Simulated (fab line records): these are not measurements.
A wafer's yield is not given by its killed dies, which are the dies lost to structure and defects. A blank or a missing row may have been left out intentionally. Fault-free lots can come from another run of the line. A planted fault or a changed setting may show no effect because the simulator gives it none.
Chamber matching :: flow n5-finfet :: cvd-co-01 running N5_BEOL_M6_CVD_78: 3 sister chambers
The step deposits Co from CCTBA/H2, target thk 2 nm, time 142.3 s. 6 wafers are shown with their chamber, then 7 later ones without.

== WAFERS, EACH WITH ITS CHAMBER ==
wafer: L421.4
chamber: 1
run-length-s (s): 165.3

wafer: L421.6
chamber: 2
run-length-s (s): 164.1

wafer: L422.1
chamber: 1
run-length-s (s): 166.0

wafer: L422.3
chamber: 0
run-length-s (s): 165.4

wafer: L422.6
chamber: 2
run-length-s (s): 163.7

wafer: L423.2
chamber: 0
run-length-s (s): 164.7

== WAFERS WITHOUT THEIR CHAMBER ==
wafer: L423.4
run-length-s (s): 165.6

wafer: L423.6
run-length-s (s): 164.5

wafer: L426.1
run-length-s (s): 163.9

wafer: L426.3
run-length-s (s): 163.7

wafer: L428.2
run-length-s (s): 164.0

wafer: L428.4
run-length-s (s): 163.8

wafer: L428.6
run-length-s (s): 163.7

== WHICH CHAMBER EACH WENT THROUGH ==
wafer: L423.4
from the rows above: can't be placed: 1 or 0
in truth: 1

wafer: L423.6
from the rows above: can't be placed: 0 or 2 or 1
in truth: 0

wafer: L426.1
from the rows above: 2
in truth: 2

wafer: L426.3
from the rows above: 2
in truth: 2

wafer: L428.2
from the rows above: 2
in truth: 2

wafer: L428.4
from the rows above: 2
in truth: 2

wafer: L428.6
from the rows above: 2
in truth: 2
Correctly placed: 5 of 7. From these rows, 2 cannot be placed; in 2 the true chamber is one of the candidates. Number placed wrongly: 0.
How it was worked out, from the rows above alone: a wafer's distance from a chamber is the root of the sum, over the readings, of the square of ((its reading less the chamber's mean) divided by the reading's scatter). If the next closest chamber is less than 2 further off than the closest, the wafer can't be placed; otherwise it belongs to the closest. Each chamber's mean is taken over the wafers shown for it. The scatter: take each reading less its chamber's mean, square it, sum over the shown wafers, divide by the number of wafers less the number of chambers, and take the root.
